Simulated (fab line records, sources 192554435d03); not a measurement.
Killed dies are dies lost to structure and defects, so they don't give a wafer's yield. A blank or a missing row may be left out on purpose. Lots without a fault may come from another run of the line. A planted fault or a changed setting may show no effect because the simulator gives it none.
Chamber matching | flow n5_finfet | N5_BEOL_M2_ALD_84 on ald_metal-04: 4 sister chambers
The step deposits TaN, pulse time 2 s, purge time 3 s, co reactant purge time 2 s. 4 wafers are shown with their chamber, then 9 later ones without.

WAFERS WITH THEIR CHAMBER
wafer  | chamber | heater_power_w (W)
L080.1 | 2       | 468
L088.2 | 0       | 402
L088.4 | 3       | 418
L088.6 | 1       | 416

WAFERS WITHOUT THEIR CHAMBER
wafer  | heater_power_w (W)
L089.1 | 469
L089.3 | 415
L089.6 | 426
L091.3 | 406
L091.4 | 452
L091.6 | 465
L095.1 | 415
L095.2 | 422
L095.3 | 461

WHICH CHAMBER EACH WENT THROUGH
wafer  | from the rows above          | in truth
L089.1 | 2                            | 2
L089.3 | can't be placed: 1 or 3 or 0 | 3
L089.6 | can't be placed: 3 or 1      | 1
L091.3 | can't be placed: 0 or 1 or 3 | 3
L091.4 | 2                            | 2
L091.6 | 2                            | 2
L095.1 | can't be placed: 1 or 3 or 0 | 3
L095.2 | can't be placed: 3 or 1      | 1
L095.3 | 2                            | 2
Placed correctly: 4 of 9. Can't be placed from these rows: 5 (the true chamber is among the candidates in 5). Placed wrongly: 0.
How it was worked out, from the rows above alone: a wafer's distance from a chamber is the root of the sum, over the readings, of the square of ((its reading less the chamber's mean) divided by the reading's scatter). The wafer belongs to the nearest chamber; if the next one is less than 2 further off, it can't be placed. A chamber's mean is the mean of its shown wafers. The scatter: with one shown wafer a chamber, the root of the mean of the squares of how far each hidden wafer lies from its nearest shown one.
